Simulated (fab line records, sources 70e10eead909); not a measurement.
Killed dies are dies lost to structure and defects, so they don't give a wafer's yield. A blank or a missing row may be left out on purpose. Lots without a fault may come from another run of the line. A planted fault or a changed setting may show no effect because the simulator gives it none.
Which tool did it? | flow nand_harc | 13 lots, 37 wafers sampled, at 3 steps of a route of 1302

WHAT THE GAUGES READ, wafer by wafer
NHARC_P_CONTACT_OVL_MEAS_13. Usual: overlay_x_nm -0.5 nm, standard deviation 0.86; overlay_y_nm -0.1 nm, standard deviation 0.93.
lot  | measured     | on         | overlay_x_nm (nm) | overlay_y_nm (nm) | flag
L647 | day 6 14:45  | overlay-01 | -0.1 0.9 -0.1     | -0.3 -0.1 0.2     |
L648 | day 7 03:45  | overlay-02 | 0.0 -0.8 -0.5     | -0.2 -0.4 -0.5    |
L649 | day 7 13:41  | overlay-02 | -0.2 -0.1 0.1     | 0.1 0.2 0.1       |
L650 | day 7 22:48  | overlay-02 | -1.5 -1.6 -1.0    | -0.4 -0.9 -0.4    |
L651 | day 8 14:17  | overlay-02 | -0.1 -0.6 -0.7    | -0.4 -0.2 -0.5    |
L653 | day 9 05:19  | overlay-02 | -1.7 -1.8 -1.8    | -0.7 -0.5 -0.2    |
L654 | day 10 05:45 | overlay-01 | -0.2 0.0 -0.1     | -0.9 -0.9 -1.2    |
L655 | day 10 09:44 | overlay-02 | 0.6 0.7 0.7       | -0.2 0.0 0.0      |
L659 | day 11 21:26 | overlay-02 | -0.3 -0.4         | 0.6 0.8           |
L660 | day 12 08:05 | overlay-02 | 0.2 0.0 0.4       | 0.0 -0.2 -0.1     |
L661 | day 12 18:07 | overlay-02 | -0.3 -0.6         | -0.5 -0.2         |
L666 | day 14 18:07 | overlay-01 | -0.2 -0.1 -0.1    | 1.6 1.3 1.0       |
L667 | day 15 01:03 | overlay-02 | -0.3 -0.4 -0.4    | -1.2 -1.2 -0.6    |

WHICH TOOL RAN EACH LOT (tool, then ch and the chambers of the sampled wafers, then the start)
lot  | NHARC_P_GATE_RTA_64              | NHARC_P_GATE_DEGAS_109
L647 | rtp_anneal-01 ch 0, day 6 11:47  | pvd_sputter-01, day 6 12:05
L648 | rtp_anneal-01 ch 0, day 7 00:55  | pvd_sputter-02, day 7 01:14
L649 | rtp_anneal-01 ch 0, day 7 10:51  | pvd_sputter-01, day 7 11:10
L650 | rtp_anneal-01 ch 0, day 7 19:49  | pvd_sputter-02, day 7 20:08
L651 | rtp_anneal-02 ch 0, day 8 11:19  | pvd_sputter-02, day 8 11:38
L653 | rtp_anneal-02 ch 0, day 9 02:28  | pvd_sputter-02, day 9 02:47
L654 | rtp_anneal-02 ch 0, day 10 02:45 | pvd_sputter-03, day 10 03:05
L655 | rtp_anneal-01 ch 0, day 10 06:43 | pvd_sputter-03, day 10 07:02
L659 | rtp_anneal-02 ch 0, day 11 18:31 | pvd_sputter-03, day 11 18:47
L660 | rtp_anneal-02 ch 0, day 12 05:13 | pvd_sputter-03, day 12 05:31
L661 | rtp_anneal-01 ch 0, day 12 14:54 | pvd_sputter-03, day 12 15:13
L666 | rtp_anneal-02 ch 0, day 14 15:10 | pvd_sputter-03, day 14 15:28
L667 | rtp_anneal-02 ch 0, day 14 22:06 | pvd_sputter-01, day 14 22:23
- NHARC_P_GATE_RTA_64: time 1 s.
- NHARC_P_GATE_DEGAS_109: time 60 s.

WHAT THE TOOLS THEMSELVES READ (means of the sampled wafers that have a number; where no wafer has one, the mark that the record gives instead)
NHARC_P_GATE_RTA_64. Usual: anneal_temp_c_max 1057.5, standard deviation 1.5; lamp_power_pct 31.7 %, standard deviation 2.2; lamp_zone_1_pct 31.7 %, standard deviation 2.2; lamp_zone_3_pct 31.7 %, standard deviation 2.2; wafer_temp_C_max 1053.3, standard deviation 1.2.
lot  | tool          | anneal_temp_c_max | lamp_power_pct (%) | lamp_zone_1_pct (%) | lamp_zone_3_pct (%) | wafer_temp_C_max | flag
L647 | rtp_anneal-01 | 1056.8            | 33.6               | 33.6                | 33.7                | 1054.2           |
L648 | rtp_anneal-01 | 1057.3            | 33.7               | 33.7                | 33.7                | 1054.2           |
L649 | rtp_anneal-01 | 1056.0            | 33.6               | 33.7                | 33.6                | 1053.6           |
L650 | rtp_anneal-01 | 1056.9            | 33.7               | 33.7                | 33.7                | 1054.0           |
L651 | rtp_anneal-02 | 1057.9            | 29.3               | 29.3                | 29.4                | 1052.6           |
L653 | rtp_anneal-02 | 1058.6            | 29.3               | 29.3                | 29.4                | 1052.3           |
L654 | rtp_anneal-02 | 1057.6            | 29.3               | 29.3                | 29.3                | 1052.7           |
L655 | rtp_anneal-01 | 1057.5            | 33.7               | 33.7                | 33.7                | 1055.7           |
L659 | rtp_anneal-02 | 1057.1            | 29.4               | 29.3                | 29.4                | 1052.7           |
L660 | rtp_anneal-02 | 1057.5            | 29.4               | 29.3                | 29.3                | 1053.0           |
L661 | rtp_anneal-01 | 1057.6            | 33.7               | 33.7                | 33.7                | 1054.9           |
L666 | rtp_anneal-02 | 1059.7            | 29.3               | 29.3                | 29.3                | 1052.5           |
L667 | rtp_anneal-02 | 1057.6            | 29.4               | 29.3                | 29.3                | 1052.4           |

NHARC_P_GATE_DEGAS_109. Usual: heater_power_w 491 W, standard deviation 61; susceptor_temp_C 300.02 C, standard deviation 0.2.
lot  | tool           | heater_power_w (W) | susceptor_temp_C (C) | flag
L647 | pvd_sputter-01 | 544                | 299.93               |
L648 | pvd_sputter-02 | 488                | 299.98               |
L649 | pvd_sputter-01 | 594                | 300.25               |
L650 | pvd_sputter-02 | 480                | 300.01               |
L651 | pvd_sputter-02 | 516                | 300.08               |
L653 | pvd_sputter-02 | 477                | 300.03               |
L654 | pvd_sputter-03 | 457                | 299.86               |
L655 | pvd_sputter-03 | 529                | 299.92               |
L659 | pvd_sputter-03 | 528                | 300.23               |
L660 | pvd_sputter-03 | 455                | 299.89               |
L661 | pvd_sputter-03 | 466                | 300.10               |
L666 | pvd_sputter-03 | 489                | 300.21               |
L667 | pvd_sputter-01 | 557                | 299.95               |

THE ANSWER, worked out from the rows above alone
Rule: a lot is off if the mean of its wafers that have a number lies more than 3 standard deviations from the usual mean. A lot without any number at a reading at which 4 lots or more have one is off too. The other lots that the step has rows for count as sound. The gauges are gone through in route order, then the tools' own readings, and for those a lot's mean is taken as printed above. The first step at which some lot is off is used, and at that step the reading that is off furthest; a lot without a number counts as furthest.
No lot is off at any reading shown: from this, nothing can be told.

WHAT THE SIMULATOR HAD PUT IN
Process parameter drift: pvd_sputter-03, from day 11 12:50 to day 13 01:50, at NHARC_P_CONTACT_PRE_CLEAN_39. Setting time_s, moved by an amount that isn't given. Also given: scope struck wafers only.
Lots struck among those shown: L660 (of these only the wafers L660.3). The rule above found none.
